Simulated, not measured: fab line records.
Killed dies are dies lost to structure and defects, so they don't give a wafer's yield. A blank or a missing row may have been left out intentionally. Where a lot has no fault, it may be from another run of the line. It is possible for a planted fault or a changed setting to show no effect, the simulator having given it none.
Struck lot and sound lot, side by side -- flow nand_harc -- 13 steps out of a route of 1159
Sound: wafers L808.1, L808.2, L808.3. Wafers struck: L815.2, L815.6. At the end, the cause is stated.
Per side, at each step with rows, come the tool, then ch with its chambers, and then its first start. Under that, the readings that differ: sound wafers -- struck wafers -- difference of the means -- sigmas: that difference in standard deviations of wafers without a fault.
alike: readings whose means differ by less than 2 such deviations, and words and numbers that are the same on both sides. not compared: withheld readings, readings that some wafer has no value for, bounds like >300 that may hide the same value, and numbers for which the record gives no deviation and whose values overlap.
The two part at a step that has a row with sigmas, a row that says differs or no value, or rows on one side only. Numbers that don't overlap but have no deviation are shown without sigmas and don't part them. A reading missing from all wafers of one side parts the sides only when that side holds two or more wafers.

first, 3 steps without rows for these wafers: NHARC_A_STAIRCASE_PEB_07 (peb time 130 s); NHARC_A_STAIRCASE_DEVELOP_08 (time 140 s); NHARC_A_STAIRCASE_HARDBAKE_10 (time 140 s).
NHARC_A_STAIRCASE_DESCUM_11: chemistry O2, time 3 s.
  sound on rie_diel-10 ch 0,2,3, day 12 23:01; struck on rie_diel-10 ch 0, day 14 04:46
  alike: drypump_motor_current_A, oes_product_au, rf_vpp_V, showerhead_plenum_p_Torr, throttle_valve_pct
  not compared: rf_hours_counter_h
NHARC_A_STAIRCASE_TRIM_12: chemistry O2, time 211.2 s.
  sound on rie_diel-10 ch 0,1,2, day 12 23:07; struck on rie_diel-10 ch 3, day 14 04:51
reading,sound,struck,difference,sigmas
showerhead_plenum_p_Torr (Torr),3.78 3.71 3.63,3.27 3.27,-0.44,-3
  alike: drypump_motor_current_A, oes_product_au, rf_vpp_V, throttle_valve_pct
  not compared: rf_hours_counter_h
NHARC_A_STAIRCASE_ETCH_13: etches the open film in C4F8/O2, target depth 100 nm, time 40.5 s.
  sound on rie_diel-10 ch 1,2,3; struck on rie_diel-10 ch 0,1
  alike: oes_product_au, rf_vpp_V, run_length_s
  not compared: rf_hours_counter_h
then, 1 step without rows for these wafers: NHARC_A_STAIRCASE_TRIM_14 (chemistry O2, time 211.2 s).
NHARC_A_STAIRCASE_ETCH_15: etches the open film in C4F8/O2, target depth 100 nm, time 40.5 s.
  sound on rie_diel-10 ch 0,1,3; struck on rie_diel-10 ch 3
  alike: oes_product_au, rf_vpp_V, run_length_s
  not compared: rf_hours_counter_h
then, 2 steps without rows for these wafers: NHARC_A_STAIRCASE_TRIM_16 (chemistry O2, time 211.2 s); NHARC_A_STAIRCASE_ETCH_17 (etches the open film in C4F8/O2, target depth 100 nm, time 40.5 s).
NHARC_A_STAIRCASE_TRIM_18: chemistry O2, time 211.2 s.
  sound on rie_diel-10 ch 1,2,3; struck on rie_diel-10 ch 2
  alike: drypump_motor_current_A, oes_product_au, rf_vpp_V, showerhead_plenum_p_Torr, throttle_valve_pct
  not compared: rf_hours_counter_h
NHARC_A_STAIRCASE_ETCH_19: etches the open film in C4F8/O2, target depth 100 nm, time 40.5 s.
  sound on rie_diel-10 ch 0,1,3, day 13 00:49; struck on rie_diel-10 ch 0,1, day 14 07:23
reading,sound,struck,difference,sigmas
run_length_s (s),61.5 61.2 62.2,53.7 54.8,-7.4,-16
  alike: oes_product_au, rf_vpp_V
  not compared: rf_hours_counter_h
after that, 1 step had no rows for these wafers: NHARC_END_SORT_01.

== WHERE THEY PART ==
At NHARC_A_STAIRCASE_TRIM_12 first; at NHARC_A_STAIRCASE_ETCH_19 last (within this record only).

WHY: whatever the simulator had introduced
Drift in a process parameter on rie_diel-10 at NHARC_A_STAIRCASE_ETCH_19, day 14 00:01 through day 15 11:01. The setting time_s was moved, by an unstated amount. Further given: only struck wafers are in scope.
